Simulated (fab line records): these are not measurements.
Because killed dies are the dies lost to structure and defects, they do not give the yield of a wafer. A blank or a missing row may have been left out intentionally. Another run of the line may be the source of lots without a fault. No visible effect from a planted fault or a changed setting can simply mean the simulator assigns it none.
Matching of chambers + flow n5-finfet + rie-diel-02 running N5_BEOL_M10_STRIP_67: 4 sister chambers
The step strips in CF4. 16 wafers are shown with their chamber, then 8 later ones without.

## WAFERS PAIRED WITH THEIR CHAMBERS
| wafer  | chamber | showerhead-plenum-p-Torr (Torr) | oes-product-au (a.u.) | throttle-valve-pct (%) |
|--------|---------|---------------------------------|-----------------------|------------------------|
| L077.1 | 0       | 1.81                            | 0.78                  | 13.47                  |
| L077.4 | 3       | 1.76                            | 0.86                  | 13.59                  |
| L077.6 | 2       | 1.72                            | 0.74                  | 13.54                  |
| L075.3 | 3       | 1.76                            | 0.86                  | 13.60                  |
| L075.4 | 0       | 1.81                            | 0.77                  | 13.46                  |
| L075.5 | 0       | 1.81                            | 0.78                  | 13.46                  |
| L080.1 | 2       | 1.72                            | 0.73                  | 13.58                  |
| L080.2 | 0       | 1.81                            | 0.76                  | 13.49                  |
| L080.4 | 3       | 1.76                            | 0.85                  | 13.63                  |
| L086.1 | 3       | 1.75                            | 0.83                  | 13.64                  |
| L086.2 | 2       | 1.71                            | 0.73                  | 13.59                  |
| L086.3 | 0       | 1.80                            | 0.76                  | 13.53                  |
| L087.1 | 3       | 1.75                            | 0.83                  | 13.66                  |
| L087.3 | 2       | 1.71                            | 0.73                  | 13.59                  |
| L087.4 | 0       | 1.80                            | 0.76                  | 13.52                  |
| L092.2 | 1       | 1.82                            | 0.83                  | 13.57                  |

SIGNATURES (averages over the wafers above)
| reading                  | chamber 0 | chamber 1 | chamber 2 | chamber 3 | scatter within a chamber |
|--------------------------|-----------|-----------|-----------|-----------|--------------------------|
| showerhead-plenum-p-Torr | 1.8067    | 1.8200    | 1.7150    | 1.7560    | 0.00543                  |
| oes-product-au           | 0.7683    | 0.8300    | 0.7325    | 0.8460    | 0.0111                   |
| throttle-valve-pct       | 13.4883   | 13.5700   | 13.5750   | 13.6240   | 0.0284                   |
Rule: a wafer's distance from a chamber is the root of the sum, over the readings, of the square of ((its reading less the chamber's mean) divided by the reading's scatter). If the next closest chamber is less than 2 further off than the closest, the wafer can't be placed; otherwise it belongs to the closest. The scatter: the root of (the sum of the squares of (reading less its chamber's mean) over the shown wafers, divided by (wafers less chambers)).

## WAFERS WITHOUT THEIR CHAMBER
| wafer  | showerhead-plenum-p-Torr (Torr) | oes-product-au (a.u.) | throttle-valve-pct (%) |
|--------|---------------------------------|-----------------------|------------------------|
| L092.3 | 1.80                            | 0.75                  | 13.54                  |
| L092.4 | 1.71                            | 0.72                  | 13.60                  |
| L095.2 | 1.80                            | 0.74                  | 13.55                  |
| L095.3 | 1.75                            | 0.82                  | 13.71                  |
| L095.4 | 1.82                            | 0.82                  | 13.60                  |
| L097.1 | 1.82                            | 0.82                  | 13.60                  |
| L097.4 | 1.75                            | 0.81                  | 13.71                  |
| L097.5 | 1.82                            | 0.82                  | 13.59                  |

## EACH ONE'S CHAMBER
| wafer  | from the rows above | in truth |
|--------|---------------------|----------|
| L092.3 | 0                   | 0        |
| L092.4 | 2                   | 2        |
| L095.2 | 0                   | 0        |
| L095.3 | 3                   | 3        |
| L095.4 | 1                   | 1        |
| L097.1 | 1                   | 1        |
| L097.4 | 3                   | 3        |
| L097.5 | 1                   | 1        |
Correctly placed: 8 of 8. Number that these rows cannot place: 0. Wrongly placed: 0.
